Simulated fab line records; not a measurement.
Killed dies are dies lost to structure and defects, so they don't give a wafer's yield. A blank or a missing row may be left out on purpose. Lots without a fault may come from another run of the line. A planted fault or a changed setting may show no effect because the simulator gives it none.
Struck lot and sound lot, side by side -- flow nand harc -- 15 out of 1302 route steps
Sound: the wafers L637.1, L637.2, L637.4. Struck: wafer L653.4 (L653.2, L653.3, from the same lot, were not struck and are left out); the cause is given at the end.
Order at every step that has rows: each side's tool, ch and its chambers, its first start. Under that, the readings that differ: sound wafers -- struck wafers -- difference of the means -- sigmas: that difference in standard deviations of wafers without a fault.
alike: readings whose means differ by less than 2 such deviations, and words and numbers that are the same on both sides. not compared: withheld readings, readings that some wafer has no value for, bounds like >300 that may hide the same value, and numbers for which the record gives no deviation and whose values overlap.
A row with sigmas, a row that says differs or no value, or rows on one side alone: a step with any of these is where the two part. Non-overlapping numbers with no deviation appear without sigmas and do not part them. A reading that every wafer of one side lacks parts them only if that side has two wafers or more.

NHARC_P_GATE_DESCUM_31: chemistry O2, time 3 s.
  sound on rie diel-12 ch 0,1,2, day 5 12:26; struck on rie diel-04 ch 2, day 12 04:40
reading,sound,struck,difference,sigmas
rf hours counter h (h),1 1 1,3,+2,
  alike: chamber pressure mTorr, drypump motor current A, oes product au, rf vpp V, showerhead plenum p Torr, throttle valve pct
NHARC_P_GATE_ETCH_104: etches the open film in CF4/CHF3, target depth 60 nm.
  sound on rie diel-12 ch 0,1,2, day 5 12:31; struck on rie diel-04 ch 3, day 12 04:45
reading,sound,struck,difference,sigmas
showerhead plenum p Torr (Torr),1.50 1.59 1.49,1.68,+0.15,+2
  alike: chamber pressure mTorr, drypump motor current A, oes product au, rf fwd power W, rf vpp V, throttle valve pct
NHARC_P_GATE_HM_OPEN_105: chemistry O2/COS, target depth 360 nm.
  sound on rie diel-12 ch 0,1,2; struck on rie diel-04 ch 3
reading,sound,struck,difference,sigmas
rf hours counter h (h),1 1 1,3,+2,
showerhead plenum p Torr (Torr),2.96 3.15 2.97,3.34,+0.31,+2
  alike: chamber pressure mTorr, drypump motor current A, oes product au, rf fwd power W, rf vpp V, throttle valve pct
then, 1 step without rows for these wafers: NHARC_P_GATE_STRIP_106 (strips in O2/COS).
NHARC_P_GATE_ETCH_114: etches the open film in CF4/O2, target depth 30 nm, overetch 3 nm, time 16.5 s.
  sound on rie diel-12 ch 0,1,2; struck on rie diel-04 ch 0
reading,sound,struck,difference,sigmas
rf hours counter h (h),1 1 1,4,+3,
  alike: chamber pressure mTorr, drypump motor current A, oes product au, rf fwd power W, rf vpp V, showerhead plenum p Torr, throttle valve pct
then, 1 step without rows for these wafers: NHARC_P_GATE_ETCH_32 (etches the open film in HBr/Cl2, target depth 150 nm, time 100.1 s).
NHARC_P_GATE_STRIP_108: strips in O2.
  sound on rie diel-04 ch 0,1,3, day 5 13:04; struck on rie diel-04 ch 0, day 12 05:17
reading,sound,struck,difference,sigmas
chamber pressure mTorr (mTorr),59.94 59.93 59.97,60.12,+0.17,+3
rf hours counter h (h),7.1 7.6 7.9,4.2,-3.3,
  alike: drypump motor current A, oes product au, rf vpp V, showerhead plenum p Torr, throttle valve pct
NHARC_P_GATE_CD_MEAS_33:
  struck on cd sem-03, day 12 05:27; sound on cd sem-03, day 5 13:14
  alike: cd nm
then, 4 steps without rows for these wafers: NHARC_P_GATE_STRIP_35 (strips in SPM, time 600 s); NHARC_P_GATE_PRECLEAN_73 (cleans in SC1); NHARC_P_GATE_SRD_74; NHARC_P_GATE_ALD_36 (deposits SiNx, target thk 20 nm, pulse time 60 s, ald cycles 223).
NHARC_P_GATE_ETCHBACK_37: etches the open film in CHF3/O2, target depth 34.5 nm, time 17.2 s.
  sound on rie diel-12 ch 1,2,3, day 5 23:10; struck on rie diel-10 ch 0, day 12 15:23
reading,sound,struck,difference,sigmas
o2 flow sccm (sccm),10.046 9.980 9.996,7.975,-2.032,-68
throttle valve pct (%),20.581 20.562 20.571,20.506,-0.065,-7
  alike: chamber pressure mTorr, drypump motor current A, oes product au, rf fwd power W, rf vpp V, showerhead plenum p Torr
  not compared: rf hours counter h
then, 1 step without rows for these wafers: NHARC_P_GATE_STRIP_101 (strips in O2, time 20 s).
-- jump in the record: it breaks off in module P_GATE and resumes in module END (first step shown: number 1302 of the route), and 18 days separate the struck wafers' starts before and after --
NHARC_END_SORT_01:
  at this point the record logs the struck wafers (prober-01 ch 0, day 30 17:40) and has no rows for the sound ones

## WHERE THEY PART
First at NHARC_P_GATE_ETCH_104; last, within this record, at NHARC_END_SORT_01.

WHY: what had been put in by the simulator
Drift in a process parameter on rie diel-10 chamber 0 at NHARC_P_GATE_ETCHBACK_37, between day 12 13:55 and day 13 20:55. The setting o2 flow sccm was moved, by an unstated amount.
